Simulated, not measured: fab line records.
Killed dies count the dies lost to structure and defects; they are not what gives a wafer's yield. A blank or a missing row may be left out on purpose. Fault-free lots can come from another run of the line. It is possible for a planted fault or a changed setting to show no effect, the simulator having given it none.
What tool caused it? / flow n5_finfet / route of 1938 steps, sampled at 1 step: 6 lots, 16 wafers

== WHAT EACH GAUGE READ, for each wafer ==
N5_BEOL_M13_THK_MEAS_01.
lot=L129; measured=day 11 06:38; on=film_metro-02; M13_ILD_THK (nm)=840 850 860
lot=L132; measured=day 12 04:52; on=film_metro-01; M13_ILD_THK (nm)=839 838
lot=L141; measured=day 14 04:10; on=film_metro-02; M13_ILD_THK (nm)=829 833 845
lot=L142; measured=day 14 07:37; on=film_metro-01; M13_ILD_THK (nm)=843 843 851
lot=L146; measured=day 15 16:56; on=film_metro-01; M13_ILD_THK (nm)=849 856 867
lot=L151; measured=day 16 07:24; on=film_metro-02; M13_ILD_THK (nm)=861 853

== WHICH TOOL RAN EACH LOT (tool, then ch and the chambers of the sampled wafers, then the start) ==
No process step before these readings appears in the record.

== THE ANSWER, worked out from the rows above alone ==
Rule: the usual values come from the lots themselves. Put in order of their means at a reading, lots are off if they are a third of the lots or fewer, leave a main group of 4 or more, and stand apart from it by a gap of 3 or more times the standard deviation of the main group's means; of several such gaps the widest counts. A main group whose means are all the same, to the digits that the tables above print for the reading, isn't used. Also off: a lot with no number at a reading for which 4 or more lots have one. Where the step has rows for the other lots, those lots are counted as sound.
None of the lots is off at any reading shown; this tells nothing.

== WHAT THE SIMULATOR HAD PUT IN ==
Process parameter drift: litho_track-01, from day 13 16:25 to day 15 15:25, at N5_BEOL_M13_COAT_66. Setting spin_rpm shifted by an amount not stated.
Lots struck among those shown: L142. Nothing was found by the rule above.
